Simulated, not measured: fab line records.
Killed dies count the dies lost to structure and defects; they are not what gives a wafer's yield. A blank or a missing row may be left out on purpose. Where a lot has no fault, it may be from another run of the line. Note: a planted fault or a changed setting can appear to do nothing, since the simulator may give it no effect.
A struck lot beside a sound one / flow n5_finfet / 37 steps out of a route of 1938
Sound: these wafers, L399.3, L399.5, L399.6. The struck wafers were L390.1, L390.4, L390.5. At the end, the cause is stated.
Order at every step that has rows: each side's tool, ch and its chambers, its first start. Under that, the readings that differ: sound wafers / struck wafers / difference of the means / sigmas: that difference in standard deviations of wafers without a fault.
alike: a reading whose means differ by less than 2 such deviations, as well as words and numbers matching on both sides. not compared: withheld readings; readings where some wafer has no value; bounds like >300 that might hide an equal value; numbers whose values overlap and for which the record gives no deviation.
A row with sigmas, a row that says differs or no value, or rows on one side alone: a step with any of these is where the two part. When numbers do not overlap yet have no deviation, they are printed without sigmas and do not part them. Lack of a reading on every wafer of one side parts them only where that side has two or more wafers.

first, 9 steps without rows for these wafers: N5_BEOL_M4_ANNEAL_95 (time 240 s); N5_BEOL_M4_SPUTTER_96 (material Cu, target thk 4.5 nm, time 8.29 s); N5_BEOL_M4_ECD_50 (material Cu, target thk 300 nm); N5_BEOL_M4_ANNEAL_51 (time 90 s); N5_BEOL_M4_CMP_52 (polishes, stops on SiOC, t overpolish 6.8 s, target thk 40 nm); N5_BEOL_M4_PRE_CLEAN_60 (time 15 s); N5_BEOL_M4_CO_CAP_55 (material Co, precursor CCTBA/H2, target thk 2 nm, time 102.1 s); N5_BEOL_M4_PRE_CLEAN_56 (time 15 s); N5_BEOL_M4_DEP_57 (deposits SiCN from 3MS/NH3, target thk 8 nm, time 14 s).
N5_BEOL_M4_RC_MEAS_101:
  sound on prober-02 ch 0, day 15 03:44; struck on prober-02 ch 0, day 12 17:55
  alike: DIBL_N, DIBL_P, IOFF_N, IOFF_P, ION_N, ION_P, SS_N, SS_P, VT_N, VT_P
then, 24 steps without rows for these wafers: N5_BEOL_M5_ILD_DEP_00 (deposits SiCOH lowk from DEMS/porogen, target thk 140.64 nm, time 25.9 s); N5_BEOL_M5_CURE_79 (cures SiCOH lowk, time 240 s); N5_BEOL_M5_PECVD_70 (deposits SiO2 from TEOS/O2, target thk 16 nm, time 18 s); N5_BEOL_M5_HM_DEP_02 (deposits TiN, target thk 20 nm); N5_BEOL_M5_COAT_59 (time 60 s, resist thk 60 nm); N5_BEOL_M5_COAT_60 (time 60 s, resist thk 12 nm); N5_BEOL_M5_COAT_71 (time 60 s, resist thk 5 nm); N5_BEOL_M5_COAT_05 (resist thk 30 nm); N5_BEOL_M5_EBR_07; N5_BEOL_M5_SOFTBAKE_06 (time 60 s); N5_BEOL_M5_EXPOSE_08 (exposes mask M5, target cd 28 nm); N5_BEOL_M5_PEB_09 (peb time 60 s); N5_BEOL_M5_DEVELOP_10 (develop time 30 s); N5_BEOL_M5_DESCUM_16 (chemistry O2, time 7 s); N5_BEOL_M5_ETCH_72 (etches underlayer in N2/H2, target depth 6.5 nm, time 5.2 s); N5_BEOL_M5_ETCH_61 (etches SiARC in CF4, target depth 15.6 nm, time 26 s); N5_BEOL_M5_ETCH_62 (etches SOC in N2/H2, target depth 75 nm, overetch 15 nm, time 112.5 s); N5_BEOL_M5_STRIP_63 (strips in N2/H2); N5_BEOL_M5_STRIP_73 (strips in N2/H2); N5_BEOL_M5_STRIP_64 (strips in CF4); N5_BEOL_M5_HM_OPEN_17 (chemistry Cl2/BCl3, target TiN, target depth 20 nm, overetch 6 nm); N5_BEOL_M5_STRIP_19 (strips in O2); N5_BEOL_M5_COAT_65 (time 60 s, resist thk 60 nm); N5_BEOL_M5_COAT_66 (time 60 s, resist thk 12 nm).
N5_BEOL_M6_ALD_77: deposits TaN, target thk 2 nm, pulse time 2 s, purge time 3 s.
  sound on ald_metal-01 ch 0,1,3, day 15 23:37; struck on ald_metal-04 ch 0,1,2, day 13 15:03
  no value came back on the struck wafers for ald_cycles, chamber_pressure_Torr (Torr), heater_power_w (W); on the sound wafers ald_cycles reads 40 40 40
N5_BEOL_M6_CMP_52: polishes, stops on SiCOH lowk, t overpolish 6.9 s, target thk 80 nm.
  sound on cmp-03 ch 0,1,2, day 16 01:13; struck on cmp-01 ch 0,2, day 13 17:42
reading=barrier_field_endpoint_s (s); sound=29.1 28.2 29.2; struck=26.3 26.4 26.8; difference=-2.3; sigmas=-3
  alike: motor_current_A, retaining_ring_pressure_frac
-- here the record skips 4 days between the struck wafers' starts before and after, leaving off in module BEOL_M6 and picking up in module PASSIVATION (first step shown: number 1936 of the route) --
N5_PASSIVATION_PROBE_49:
  record: rows for the struck wafers here (prober-02, day 17 11:48), none for the sound ones

## WHERE THEY PART
At N5_BEOL_M6_ALD_77 first; at N5_PASSIVATION_PROBE_49 last (within this record only).

WHY: what the simulator had put in
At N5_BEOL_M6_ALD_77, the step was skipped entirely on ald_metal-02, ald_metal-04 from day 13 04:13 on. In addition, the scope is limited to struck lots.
